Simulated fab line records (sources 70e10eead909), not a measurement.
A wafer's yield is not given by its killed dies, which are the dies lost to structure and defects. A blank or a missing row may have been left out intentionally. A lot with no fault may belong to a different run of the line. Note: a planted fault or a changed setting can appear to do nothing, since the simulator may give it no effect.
Which tool did it? ; flow nand harc ; 13 lots, 39 wafers sampled, at 4 steps of a route of 1302

## WHAT EACH GAUGE READ, for each wafer
NHARC_P_ZERO_WELL_CD_MEAS_37: target cd 720 nm. Usual: cd nm reads 720.0 nm (standard deviation 1.6).
lot;measured;on;cd nm (nm);flag
L972;day 2 10:07;cd sem-01;721.9 721.0 720.0;
L973;day 2 20:38;cd sem-02;719.2 721.2 720.4;
L977;day 4 12:41;cd sem-02;722.4 719.6 720.4;
L978;day 4 22:24;cd sem-02;719.6 722.1 719.7;
L979;day 5 08:16;cd sem-03;720.6 721.1 720.2;
L980;day 5 18:10;cd sem-01;719.6 720.5 719.1;
L981;day 6 04:06;cd sem-01;718.3 719.3 722.2;
L987;day 8 15:52;cd sem-01;722.0 719.0 719.2;
L989;day 9 12:19;cd sem-03;720.1 719.3 715.8;
L990;day 9 22:05;cd sem-01;717.7 721.4 718.0;
L991;day 10 10:58;cd sem-01;722.1 722.2 722.0;
L992;day 10 18:12;cd sem-02;719.3 719.9 717.6;
L994;day 11 14:10;cd sem-03;717.8 718.1 720.8;

NHARC_P_GATE_CD_MEAS_59: target cd 720 nm. Usual: cd nm reads 719.4 nm (standard deviation 1.7).
lot;measured;on;cd nm (nm);flag
L972;day 6 05:41;cd sem-01;719.6 720.2 721.3;
L973;day 6 15:12;cd sem-01;718.0 719.2 721.1;
L977;day 8 19:35;cd sem-03;721.1 719.1 719.2;
L978;day 9 02:46;cd sem-01;717.4 721.1 719.6;
L979;day 9 05:56;cd sem-01;717.8 717.1 720.4;
L980;day 9 18:36;cd sem-02;717.7 720.9 721.6;
L981;day 9 18:01;cd sem-03;717.3 718.7 716.0;
L987;day 12 16:39;cd sem-02;719.3 721.6 721.0;
L989;day 13 02:44;cd sem-03;718.7 717.1 722.0;
L990;day 13 19:37;cd sem-02;717.4 716.8 714.9;
L991;day 13 23:42;cd sem-01;718.4 719.0 719.2;
L992;day 14 15:47;cd sem-02;721.2 720.7 719.9;
L994;day 15 02:41;cd sem-01;721.5 719.4 719.2;

## TOOL THAT RAN EACH LOT (tool first, then ch and the chambers of the sampled wafers, then the start)
lot;NHARC_P_ZERO_WELL_ETCH_63;NHARC_P_STI_CMP_21
L972;rie si-06 ch 2,3, day 2 07:40;cmp-01 ch 0,2,3, day 4 04:48
L973;rie si-06 ch 0,1,3, day 2 17:56;cmp-03 ch 1,2, day 4 12:13
L977;rie si-02 ch 1,3, day 4 09:32;cmp-03 ch 0,2,3, day 6 15:58
L978;rie si-01 ch 0,2, day 4 19:47;cmp-01 ch 1,2,3, day 7 03:12
L979;rie si-01 ch 2,3, day 5 05:43;cmp-03 ch 0,1,3, day 7 09:41
L980;rie si-02 ch 0,1,3, day 5 15:45;cmp-04 ch 0,2,3, day 7 19:43
L981;rie si-02 ch 1,2, day 6 01:39;cmp-01 ch 1,2,3, day 7 19:47
L987;rie si-06 ch 1,2, day 8 13:34;cmp-01 ch 0,3, day 10 15:45
L989;rie si-06 ch 1,3, day 9 09:46;cmp-01 ch 0,1,3, day 11 05:41
L990;rie si-06 ch 0,1,3, day 9 19:40;cmp-04 ch 0,2,3, day 11 21:37
L991;rie si-06 ch 0,3, day 10 05:43;cmp-04 ch 1,2,3, day 12 02:02
L992;rie si-01 ch 1,2,3, day 10 15:41;cmp-03 ch 1,3, day 12 08:35
L994;rie si-02 ch 1,3, day 11 11:40;cmp-03 ch 0,2,3, day 13 03:58
- NHARC_P_ZERO_WELL_ETCH_63: etches the open film in HBr/Cl2, target depth 120 nm, time 40.1 s.
- NHARC_P_STI_CMP_21: polishes, t overpolish 20 s, target thk 380.67 nm.

## AS READ BY THE TOOLS THEMSELVES (means over the sampled wafers that have a number; for cases with no such wafer, the mark the record gives instead)
NHARC_P_ZERO_WELL_ETCH_63. Usual: bias w 100.0 W, standard deviation 0.31; drypump motor current A 5.9 A, standard deviation 0.36; he backside leak sccm 2.70 sccm, standard deviation 0.24; oes product au 0.998 a.u., standard deviation 0.0093; throttle valve pct 26.406 %, standard deviation 0.0094.
lot;tool;bias w (W);drypump motor current A (A);he backside leak sccm (sccm);oes product au (a.u.);throttle valve pct (%);flag
L972;rie si-06;100.0;6.2;2.48;1.014;26.403;
L973;rie si-06;99.8;6.0;2.86;1.003;26.413;
L977;rie si-02;99.9;5.8;2.57;1.004;26.403;
L978;rie si-01;100.0;5.6;2.57;1.006;26.399;
L979;rie si-01;100.0;5.7;2.67;0.992;26.416;
L980;rie si-02;100.0;5.9;2.70;0.988;26.401;
L981;rie si-02;100.0;5.6;2.43;0.985;26.405;
L987;rie si-06;100.2;6.1;2.85;1.004;26.404;
L989;rie si-06;99.5;6.3;2.70;1.003;26.401;
L990;rie si-06;99.6;6.0;2.81;1.001;26.398;
L991;rie si-06;100.3;6.0;2.73;1.003;26.410;
L992;rie si-01;99.9;5.8;2.55;1.004;26.408;
L994;rie si-02;99.9;6.0;2.85;1.000;26.412;

NHARC_P_STI_CMP_21. Usual: motor current A 12.1 A, standard deviation 1.1; overpolish run s 20.001 s, standard deviation 0.0095.
lot;tool;motor current A (A);overpolish run s (s);flag
L972;cmp-01;11.6;20.005;
L973;cmp-03;13.1;19.997;
L977;cmp-03;12.0;19.997;
L978;cmp-01;11.1;20.006;
L979;cmp-03;11.8;20.000;
L980;cmp-04;12.2;19.998;
L981;cmp-01;11.0;19.998;
L987;cmp-01;11.3;77.053;OFF
L989;cmp-01;11.3;77.059;OFF
L990;cmp-04;12.4;19.997;
L991;cmp-04;13.0;20.003;
L992;cmp-03;12.7;20.000;
L994;cmp-03;12.4;20.005;

## THE ANSWER, worked out from the rows above alone
Rule: lot off if the mean of its wafers having a number is beyond 3 standard deviations from the usual mean. Also off: a lot with no number at a reading for which 4 or more lots have one. All remaining lots with rows at the step are treated as sound. The gauges are gone through in route order, then the tools' own readings, and for those a lot's mean is taken as printed above. The first step at which some lot is off is used, and at that step the reading that is off furthest; a lot without a number counts as furthest.
Off: L987, L989 (NHARC_P_STI_CMP_21, overpolish run s).
A tool fits if, at that step or a process step before it, it ran every lot that is off, and no sound lot after the first of them. One candidate fits, namely cmp-01 at NHARC_P_STI_CMP_21. A fault onset in the window from L981 (day 7 19:47, its last sound lot) to L987 (day 10 15:45, its first lot off) fits.
The tool's own readings at NHARC_P_STI_CMP_21 bear it out: on the lots that are off they differ by more than 5 times the standard deviation of the sound lots' means. overpolish run s reads 77.056 s there against 20.001 s on the sound lots.

## WHAT THE SIMULATOR HAD INSERTED
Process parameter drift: cmp-01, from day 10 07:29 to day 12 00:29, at NHARC_P_STI_CMP_21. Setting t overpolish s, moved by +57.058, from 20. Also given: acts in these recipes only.
Lots struck among those shown: L987, L989. The rule above found the same.
